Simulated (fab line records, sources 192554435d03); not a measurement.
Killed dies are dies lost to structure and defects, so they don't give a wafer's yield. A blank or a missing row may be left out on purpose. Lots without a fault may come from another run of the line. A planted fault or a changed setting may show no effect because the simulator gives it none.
Problem report in the 8D (eight disciplines) form, filled by code | flow n5_finfet | the parts of the form that need people (team, actions taken, sign-off) are left out

1. THE PROBLEM
killed_at_M4_up at N5_PASSIVATION_PROBE_49 reads a mean of 78 on 2 wafers of 1 lot; wafers without a fault read 13 with a standard deviation of 4.4. That is +15 standard deviations from the usual mean.
First seen on wafer L828.2, day 17 09:22, on prober-02. The record holds 30 wafers of 10 lots with a number at this step. Rule for "out", or "out of limits": more than 4 standard deviations from the usual mean. The other wafers with a number count as sound.

2. WHAT IT IS AND WHAT IT IS NOT
question                    | is                | is not
which readings at this step | killed_at_M4_up   | killed_at_M0_to_M3, killed_at_contacts, killed_at_front_end, killed_at_other, killed_open, killed_short, sort_bin_6_memory
which lots                  | L828              | L818, L819, L824, L825, L830, L834, L836, L839, L840
which wafers of those lots  | L828.2, L828.5    | L828.4
read on which tools         | prober-02         | prober-01
when                        | from day 17 09:22 | up to then (15 sound wafers); but 13 sound wafers of L828, L834, L836, L839, L840 came after

3. SUSPECTS, AND WHAT RULES EACH OUT
Counting: a tool at a process step up to the reading stays a suspect if it ran every lot that is out. Sound lots after the first of them don't rule it out here, since some wafers of a struck lot are sound.
- rie_diel-04 at N5_BEOL_M14_STRIP_37 (strips in O2): kept. It ran the lot that is out, L828 (day 16 09:58); its last sound lot up to then is L825 (day 13 15:36).
- pvd_sputter-01 at N5_PASSIVATION_SPUTTER_20 (material TaN, target thk 50 nm): kept. It ran the lot that is out, L828 (day 17 03:44); its last sound lot up to then is L825 (day 14 11:34).
- rie_diel-04 at N5_PASSIVATION_STRIP_34 (strips in O2): kept. It ran the lot that is out, L828 (day 17 05:07); its last sound lot up to then is L830 (day 17 01:37).
- pecvd-04 at N5_PASSIVATION_PECVD_35 (deposits SiNx from SiH4/NH3/N2, target thk 700 nm, time 151.3 s): kept. It ran the lot that is out, L828 (day 17 05:44).
- prober-02 at N5_PASSIVATION_PROBE_49: kept. It ran the lot that is out, L828 (day 17 09:22); its last sound lot up to then is L825 (day 14 17:18). Its own readings are out on those wafers: killed_at_M4_up.
- Within rie_diel-04 at N5_BEOL_M14_STRIP_37: the wafers that are out ran in chamber 1; their sound lot-mates ran in chamber 2.
Left after counting: rie_diel-04 at N5_BEOL_M14_STRIP_37, pvd_sputter-01 at N5_PASSIVATION_SPUTTER_20, rie_diel-04 at N5_PASSIVATION_STRIP_34, pecvd-04 at N5_PASSIVATION_PECVD_35, prober-02 at N5_PASSIVATION_PROBE_49.

4. THE CAUSE (what the simulator had put in)
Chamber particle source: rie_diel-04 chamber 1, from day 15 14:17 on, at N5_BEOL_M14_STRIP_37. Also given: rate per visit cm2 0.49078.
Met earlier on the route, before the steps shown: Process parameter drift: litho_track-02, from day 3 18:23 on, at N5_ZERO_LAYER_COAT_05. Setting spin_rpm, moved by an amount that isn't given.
Counting left 5 suspects, and this tool is among them.

5. THE CHAIN OF EFFECTS, in route order
Each row: a reading whose mean over the struck wafers that have a number lies more than 3 standard deviations from the usual. Only readings for which the record gives a usual standard deviation are gone through. hours: the time from each lot's start at the first step in this table that gives one to its start at this step, as a median over the lots. sigmas: the change in usual standard deviations.
hours | step                    | reading         | usual | on struck wafers | change | sigmas
0     | N5_PASSIVATION_PROBE_49 | killed_at_M4_up | 13    | 78               | +65    | +15
0     | N5_PASSIVATION_PROBE_49 | killed_on_rim   | 13    | 28               | +15    | +3.8
The process steps in it:
- N5_PASSIVATION_PROBE_49

6. WHAT WOULD HAVE CAUGHT IT SOONER
In this record the first reading out of limits was taken at day 17 09:22, 43 hours after the fault began at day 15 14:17.
Of the tool readings at N5_BEOL_M14_STRIP_37 for which the record gives a usual standard deviation, none was out on any struck wafer, so an alarm limit of 4 standard deviations on them would not have fired.
All the lots that are out (1) had begun N5_BEOL_M14_STRIP_37 on rie_diel-04 by day 17 09:22. A hold on the tool at that time would have spared none of them.
